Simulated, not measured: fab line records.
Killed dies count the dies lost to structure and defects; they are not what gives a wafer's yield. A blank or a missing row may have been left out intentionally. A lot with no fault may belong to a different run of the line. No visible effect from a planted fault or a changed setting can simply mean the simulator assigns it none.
Commonality check across tools -- flow nand_harc -- Sample size 13 lots and 39 wafers

== REASON FOR OPENING ==
Flagged at NHARC_A_SOURCE_PLATE_THK_MEAS_06: reading thk_nm, on 2 of 13 lots. Fault-free wafers read 199.0 nm, with a standard deviation of 2.4.
Rule: a lot is flagged when every wafer of it that has a number lies more than 4 standard deviations from that mean, or none has a number. All remaining lots are regarded as sound.

lot,measured,on,"thk_nm (nm), wafer by wafer",flag
L926,day 7 22:40,film_metro-02,199.4 198.2 202.4,
L927,day 8 05:13,film_metro-02,200.1 198.2 202.3,
L929,day 8 22:30,film_metro-02,294.2 294.3 295.5,FLAGGED
L930,day 9 08:42,film_metro-01,294.4 292.4 294.7,FLAGGED
L936,day 12 00:05,film_metro-02,201.5 198.6 197.1,
L940,day 14 00:49,film_metro-02,200.7 199.6 198.6,
L941,day 14 10:04,film_metro-02,198.8 200.1 202.6,
L942,day 14 10:04,film_metro-01,201.1 199.2 199.4,
L944,day 15 12:26,film_metro-01,197.8 199.4 201.2,
L945,day 15 19:36,film_metro-01,196.3 197.8 194.9,
L946,day 15 19:36,film_metro-02,195.6 197.7 198.3,
L947,day 16 07:47,film_metro-01,199.7 195.5 198.4,
L948,day 16 18:08,film_metro-01,202.0 200.9 198.4,
On average the flagged lots' numbers are 294.2 nm, which is +95.2 nm against the usual, or +40 standard deviations.

== WHICH TOOL EACH LOT WENT THROUGH ==
The record holds 1 process step before the reading, out of a route of 1302 steps. Each cell gives the tool, then ch followed by the chambers the sampled wafers passed through, then the start.
lot,flag,NHARC_A_SOURCE_PLATE_CVD_03
L926,,"lpcvd_poly-04 ch 0, day 7 12:40"
L927,,"lpcvd_poly-01 ch 0, day 7 18:44"
L929,FLAGGED,"lpcvd_poly-01 ch 0, day 8 11:23"
L930,FLAGGED,"lpcvd_poly-01 ch 0, day 8 22:41"
L936,,"lpcvd_poly-01 ch 0, day 11 13:38"
L940,,"lpcvd_poly-03 ch 0, day 13 14:40"
L941,,"lpcvd_poly-01 ch 0, day 13 20:22"
L942,,"lpcvd_poly-01 ch 0, day 13 20:22"
L944,,"lpcvd_poly-01 ch 0, day 15 02:34"
L945,,"lpcvd_poly-04 ch 0, day 15 09:19"
L946,,"lpcvd_poly-04 ch 0, day 15 09:19"
L947,,"lpcvd_poly-01 ch 0, day 15 20:58"
L948,,"lpcvd_poly-04 ch 0, day 16 07:46"
What is done by these steps:
- NHARC_A_SOURCE_PLATE_CVD_03: deposits poly-Si, target thk 200 nm, time 4000 s.
- NHARC_A_SOURCE_PLATE_THK_MEAS_06: measures by ellipsometry.

== FLAGGED OVER TOTAL, TOOL BY TOOL (the gauges that took the reading come last) ==
step,tool,lots run,flagged,share of the flagged lots,sound lots run after its first flagged lot
NHARC_A_SOURCE_PLATE_CVD_03,lpcvd_poly-01,8,2,all,"5 (L936,L941,L942,L944,L947)"
NHARC_A_SOURCE_PLATE_CVD_03,lpcvd_poly-03,1,0,none,-
NHARC_A_SOURCE_PLATE_CVD_03,lpcvd_poly-04,4,0,none,-
NHARC_A_SOURCE_PLATE_THK_MEAS_06,film_metro-01,6,1,some,"5 (L942,L944,L945,L947,L948)"
NHARC_A_SOURCE_PLATE_THK_MEAS_06,film_metro-02,7,1,some,"4 (L936,L940,L941,L946)"

== THE TABLE: WHAT IT ALLOWS ==
All flagged lots share 1 row of the table, namely lpcvd_poly-01 at NHARC_A_SOURCE_PLATE_CVD_03.
- lpcvd_poly-01 at NHARC_A_SOURCE_PLATE_CVD_03 ran 8 lots, 2 of them flagged. Sound lots followed the first flagged one (L936, L941, L942, L944, L947) on it, something a lasting fault affecting the whole tool could not allow. Its own readings (spike_tc_bottom_C, spike_tc_centre_C, spike_tc_lower_C, spike_tc_top_C, spike_tc_upper_C) fall more than 4 standard deviations out on all wafers of the flagged lots.
None of the table's rows ran every flagged lot and, after the first, no sound lot.

== WHAT THE SIMULATOR PUT IN ==
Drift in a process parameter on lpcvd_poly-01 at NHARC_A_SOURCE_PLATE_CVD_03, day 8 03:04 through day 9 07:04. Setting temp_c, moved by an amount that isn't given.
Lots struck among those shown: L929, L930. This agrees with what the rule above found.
